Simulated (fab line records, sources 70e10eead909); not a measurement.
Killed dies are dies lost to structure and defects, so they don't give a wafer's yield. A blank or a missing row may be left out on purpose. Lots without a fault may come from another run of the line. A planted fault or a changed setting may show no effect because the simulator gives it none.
Which tool did it? | flow nand_harc | 11 lots, 33 wafers sampled, at 2 steps of a route of 1302

WHAT THE GAUGES READ, wafer by wafer
NHARC_A_CONTACT_CD_MEAS_53.
lot  | measured     | on        | cd_nm (nm)
L075 | day 22 04:29 | cd_sem-02 | 288.9 288.7 288.4
L077 | day 22 23:10 | cd_sem-02 | 288.4 289.0 289.5
L080 | day 23 11:37 | cd_sem-01 | 288.6 289.7 288.6
L084 | day 25 07:22 | cd_sem-02 | 291.5 290.3 290.3
L083 | day 25 11:06 | cd_sem-01 | 290.8 289.9 289.6
L086 | day 26 12:18 | cd_sem-02 | 290.0 289.2 289.8
L088 | day 27 07:43 | cd_sem-03 | 290.1 289.7 289.9
L090 | day 28 18:18 | cd_sem-03 | 291.7 290.4 290.4
L093 | day 29 12:05 | cd_sem-02 | 290.1 290.1 290.1
L092 | day 29 15:11 | cd_sem-01 | 289.4 289.6 289.7
L096 | day 30 12:52 | cd_sem-02 | 289.5 290.7 289.0

WHICH TOOL RAN EACH LOT (tool, then ch and the chambers of the sampled wafers, then the start)
lot  | NHARC_A_CONTACT_ETCH_50
L075 | rie_diel-02 ch 0,2,3, day 22 04:29 or earlier
L077 | rie_diel-11 ch 1,2, day 22 23:10 or earlier
L080 | rie_diel-09 ch 0,1,3, day 23 11:37 or earlier
L084 | rie_diel-11 ch 1,2,3, day 25 07:22 or earlier
L083 | rie_diel-11 ch 1,2,3, day 25 11:06 or earlier
L086 | rie_diel-11 ch 0,1,2, day 26 12:18 or earlier
L088 | rie_diel-02 ch 0,1,3, day 27 07:43 or earlier
L090 | rie_diel-11 ch 2,3, day 28 18:18 or earlier
L093 | rie_diel-02 ch 1,2,3, day 29 12:05 or earlier
L092 | rie_diel-11 ch 0,1,3, day 29 15:11 or earlier
L096 | rie_diel-11 ch 0,2,3, day 30 12:52 or earlier
- NHARC_A_CONTACT_ETCH_50: etches the open film in CF4/CHF3, target depth 121 nm, time 60.5 s.

THE ANSWER, worked out from the rows above alone
Rule: what is usual is taken from the lots themselves. Put in order of their means at a reading, lots are off if they are a third of the lots or fewer, leave a main group of 4 or more, and stand apart from it by a gap of 3 or more times the standard deviation of the main group's means; of several such gaps the widest counts. A main group whose means are all the same, to the digits that the tables above print for the reading, isn't used. A lot without any number at a reading at which 4 lots or more have one is off too. The other lots that the step has rows for count as sound.
No lot is off at any reading shown: from this, nothing can be told.

WHAT THE SIMULATOR HAD PUT IN
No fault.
